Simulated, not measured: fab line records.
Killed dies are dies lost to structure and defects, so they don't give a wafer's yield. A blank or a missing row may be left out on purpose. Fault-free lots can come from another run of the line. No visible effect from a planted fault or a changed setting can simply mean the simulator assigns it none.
Matching of chambers | flow nand_harc | NHARC_A_CHANNEL_FILL_D1_CMP_10 on cmp-03 has 4 sister chambers
The step polishes, target thk 150 nm. 8 wafers are shown with their chamber, then 11 later ones without.

## WAFERS, EACH WITH ITS CHAMBER
wafer  | chamber | motor_current_A (A) | time_to_endpoint_s (s)
L085.2 | 2       | 14.7                | 15.5
L088.1 | 1       | 11.3                | 14.2
L088.2 | 3       | 14.4                | 13.6
L088.3 | 2       | 13.4                | 15.9
L089.1 | 3       | 14.1                | 13.4
L089.3 | 1       | 11.2                | 14.8
L089.5 | 0       | 11.1                | 19.1
L091.2 | 0       | 11.3                | 18.2

## WAFERS WITH NO CHAMBER GIVEN
wafer  | motor_current_A (A) | time_to_endpoint_s (s)
L091.5 | 14.3                | 16.1
L091.6 | 11.2                | 13.3
L092.1 | 13.6                | 18.0
L092.5 | 10.3                | 17.9
L092.6 | 14.0                | 14.8
L093.1 | 13.2                | 15.4
L093.3 | 11.6                | 16.0
L093.6 | 13.3                | 16.5
L097.1 | 11.1                | 18.0
L097.5 | 11.9                | 17.5
L097.6 | 10.9                | 19.2

## WHICH CHAMBER EACH WENT THROUGH
wafer  | from the rows above     | in truth
L091.5 | 2                       | 2
L091.6 | 1                       | 1
L092.1 | can't be placed: 0 or 2 | 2
L092.5 | 0                       | 0
L092.6 | can't be placed: 2 or 3 | 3
L093.1 | 2                       | 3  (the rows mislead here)
L093.3 | can't be placed: 1 or 2 | 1
L093.6 | 2                       | 2
L097.1 | 0                       | 0
L097.5 | 0                       | 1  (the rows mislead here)
L097.6 | 0                       | 0
Correct placement for 6 of the 11. Not placeable from these rows: 3 (in 3, the candidates include the true chamber). 2 placed wrongly.
How it was worked out, from the rows above alone: a wafer's distance from a chamber is the root of the sum, over the readings, of the square of ((its reading less the chamber's mean) divided by the reading's scatter). The wafer belongs to the nearest chamber; if the next one is less than 2 further off, it can't be placed. Each chamber's mean is taken over the wafers shown for it. How the scatter is found: for the shown wafers, subtract from each reading the mean of its chamber, square and add these, divide the total by (wafers less chambers), then take the root.
